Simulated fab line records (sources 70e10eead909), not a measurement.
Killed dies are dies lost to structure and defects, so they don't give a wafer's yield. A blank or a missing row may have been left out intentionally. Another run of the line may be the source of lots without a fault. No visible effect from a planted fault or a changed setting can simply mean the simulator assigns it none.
Which tool did it? ; flow nand harc ; Sampling: 13 lots, 39 wafers, 6 of 1159 route steps

== WHAT EACH GAUGE READ, for each wafer ==
NHARC_P_ZERO_WELL_CD_MEAS_52: target cd 2000 nm. Usual: 2000.6 nm for cd nm, sd 2.3.
lot;measured;on;cd nm (nm);flag
L341;day 1 17:38;cd sem-03;2002.7 1998.4 1998.5;
L343;day 2 05:53;cd sem-02;2003.0 2001.3 2003.2;
L344;day 2 11:46;cd sem-02;1998.4 1998.3 2002.2;
L347;day 3 05:37;cd sem-03;1999.1 2004.5 2001.6;
L349;day 3 17:38;cd sem-01;2000.8 2003.1 2002.6;
L350;day 3 23:56;cd sem-01;2004.9 2000.5 2002.3;
L353;day 4 17:55;cd sem-02;2002.3 2002.1 2003.4;
L355;day 5 06:05;cd sem-03;1996.6 1997.9 1995.9;
L356;day 5 11:37;cd sem-03;1997.9 2000.8 1996.9;
L359;day 6 05:46;cd sem-03;2000.9 2001.6 1998.5;
L361;day 6 17:46;cd sem-03;2002.2 2001.8 2000.0;
L363;day 7 06:02;cd sem-03;1998.8 2002.0 1998.4;
L364;day 7 12:01;cd sem-02;1998.0 1998.5 2002.8;

NHARC_P_GATE_CD_MEAS_26: target cd 120 nm. Usual: 119.8 nm for cd nm, sd 0.68.
lot;measured;on;cd nm (nm);flag
L341;day 4 11:19;cd sem-03;119.7 121.1 120.3;
L343;day 5 04:11;cd sem-02;121.2 120.8 119.7;
L344;day 5 08:41;cd sem-01;120.8 121.0 120.0;
L347;day 6 08:07;cd sem-01;119.9 120.5 120.0;
L349;day 6 14:56;cd sem-02;120.0 119.8 120.3;
L350;day 6 18:25;cd sem-03;118.4 119.3 119.7;
L353;day 7 20:08;cd sem-03;119.5 119.4 120.1;
L355;day 8 04:10;cd sem-01;106.4 104.5 106.1;OFF
L356;day 8 10:55;cd sem-02;119.7 120.2 120.0;
L359;day 8 23:59;cd sem-01;120.2 120.3 119.5;
L361;day 9 16:13;cd sem-01;119.5 120.0 119.6;
L363;day 10 06:43;cd sem-03;121.1 119.6 119.7;
L364;day 10 07:17;cd sem-03;119.6 121.2 120.2;

NHARC_END_SORT_01. Usual: killed at array 27, standard deviation 11; killed at other 0.7, standard deviation 1.1; killed at periphery 3.6, standard deviation 2.4; killed dies 32, standard deviation 11; killed open 3.3, standard deviation 1.8; killed short 2.1, standard deviation 1.5.
lot;measured;on;killed at array;killed at other;killed at periphery;killed dies;killed open;killed short;flag
L355;day 22 21:32;prober-01;11 9 12;1 0 1;5 28 8;17 37 21;0 0 4;4 3 3;OFF

== WHAT TOOL EACH LOT RAN ON (gives the tool, then ch and the chambers of the sampled wafers, and finally the start) ==
lot;NHARC_P_GATE_EXPOSE_23;NHARC_P_GATE_STRIP_112;NHARC_P_GATE_STRIP_113
L341;arfi scanner-01 ch 0, day 4 11:11;plasma asher-02 ch 0,1, day 5 04:04;plasma asher-02 ch 0,1, day 5 06:29
L343;arfi scanner-02 ch 0, day 5 04:03;plasma asher-01 ch 0, day 5 18:52;plasma asher-02 ch 0,1, day 5 20:39
L344;arfi scanner-02 ch 0, day 5 08:32;plasma asher-02 ch 0,1, day 5 23:04;plasma asher-02 ch 0,1, day 6 01:02
L347;arfi scanner-01 ch 0, day 6 07:59;plasma asher-01 ch 0,1, day 6 22:19;plasma asher-02 ch 0,1, day 6 23:54
L349;arfi scanner-01 ch 0, day 6 14:47;plasma asher-02 ch 0,1, day 7 05:19;plasma asher-01 ch 0,1, day 7 07:14
L350;arfi scanner-02 ch 0, day 6 18:16;plasma asher-01 ch 0, day 7 08:48;plasma asher-01 ch 0, day 7 10:23
L353;arfi scanner-03 ch 0, day 7 19:59;plasma asher-02 ch 0,1, day 8 11:51;plasma asher-02 ch 0,1, day 8 13:38
L355;arfi scanner-01 ch 0, day 8 04:02;plasma asher-01 ch 1, day 8 18:39;plasma asher-01 ch 0,1, day 8 20:26
L356;arfi scanner-01 ch 0, day 8 10:46;plasma asher-02 ch 0, day 9 03:33;plasma asher-02 ch 0,1, day 9 05:05
L359;arfi scanner-03 ch 0, day 8 23:52;plasma asher-01 ch 0,1, day 9 14:25;plasma asher-02 ch 0,1, day 9 16:17
L361;arfi scanner-03 ch 0, day 9 16:04;plasma asher-01 ch 0,1, day 10 06:38;plasma asher-02 ch 0,1, day 10 08:23
L363;arfi scanner-02 ch 0, day 10 06:35;plasma asher-02 ch 0,1, day 10 21:49;plasma asher-01 ch 0,1, day 10 23:41
L364;arfi scanner-03 ch 0, day 10 07:08;plasma asher-01 ch 0,1, day 10 21:57;plasma asher-02 ch 0,1, day 10 23:38
- NHARC_P_GATE_EXPOSE_23: exposes mask P GATE, target cd 120 nm.
- NHARC_P_GATE_STRIP_112: strips in N2/H2, time 200 s.
- NHARC_P_GATE_STRIP_113: strips in N2/H2, time 740 s.

== WHAT THE TOOLS THEMSELVES READ (means of the sampled wafers that have a number; where no wafer has one, the mark that the record gives instead) ==
NHARC_P_GATE_STRIP_112. Usual: drypump motor current A 5.6 A, standard deviation 0.47; heater power w 94 W, standard deviation 5.8; temp c 109.99 C, standard deviation 0.13.
lot;tool;drypump motor current A (A);heater power w (W);temp c (C);flag
L341;plasma asher-02;6.0;92;110.07;
L343;plasma asher-01;4.9;92;109.87;
L344;plasma asher-02;6.1;89;110.07;
L347;plasma asher-01;5.5;98;110.03;
L349;plasma asher-02;6.1;91;109.97;
L350;plasma asher-01;4.9;94;109.84;
L353;plasma asher-02;6.1;88;110.03;
L355;plasma asher-01;5.8;102;110.02;
L356;plasma asher-02;6.2;85;109.98;
L359;plasma asher-01;5.5;97;110.07;
L361;plasma asher-01;5.2;93;110.00;
L363;plasma asher-02;6.1;88;109.89;
L364;plasma asher-01;5.2;95;109.80;

NHARC_P_GATE_STRIP_113. Usual: drypump motor current A 5.7 A, standard deviation 0.46; heater power w 93 W, standard deviation 5.9; temp c 110.00 C, standard deviation 0.13.
lot;tool;drypump motor current A (A);heater power w (W);temp c (C);flag
L341;plasma asher-02;6.0;91;110.06;
L343;plasma asher-02;5.9;93;109.89;
L344;plasma asher-02;6.1;87;110.14;
L347;plasma asher-02;6.1;88;109.91;
L349;plasma asher-01;5.2;96;110.01;
L350;plasma asher-01;4.9;92;109.94;
L353;plasma asher-02;6.1;88;110.09;
L355;plasma asher-01;5.2;95;110.16;
L356;plasma asher-02;6.0;92;109.92;
L359;plasma asher-02;6.1;89;109.90;
L361;plasma asher-02;6.1;90;110.07;
L363;plasma asher-01;5.2;95;110.07;
L364;plasma asher-02;6.1;89;109.91;

== THE ANSWER, worked out from the rows above alone ==
Rule: take the mean of a lot's wafers that have a number; if it is more than 3 standard deviations from the usual mean, the lot is off. A lot without any number at a reading at which 4 lots or more have one is off too. All remaining lots with rows at the step are treated as sound. After the gauges, taken in route order, come the tools' own readings; for these a lot's mean is taken, as printed above. At the first step where some lot is off, the reading lying furthest off is the one used; lots without a number count as furthest.
Off: L355 (NHARC_P_GATE_CD_MEAS_26, cd nm).
If a tool, at a process step before that reading, ran all the lots that are off and no sound lot after the first of them, it fits. Not tried: the gauges at NHARC_P_GATE_CD_MEAS_26; whatever is off there is also off at NHARC_END_SORT_01, on other tools, and gauge error can't account for it. Not one of the candidates tried fits.

== WHAT THE SIMULATOR HAD PUT IN ==
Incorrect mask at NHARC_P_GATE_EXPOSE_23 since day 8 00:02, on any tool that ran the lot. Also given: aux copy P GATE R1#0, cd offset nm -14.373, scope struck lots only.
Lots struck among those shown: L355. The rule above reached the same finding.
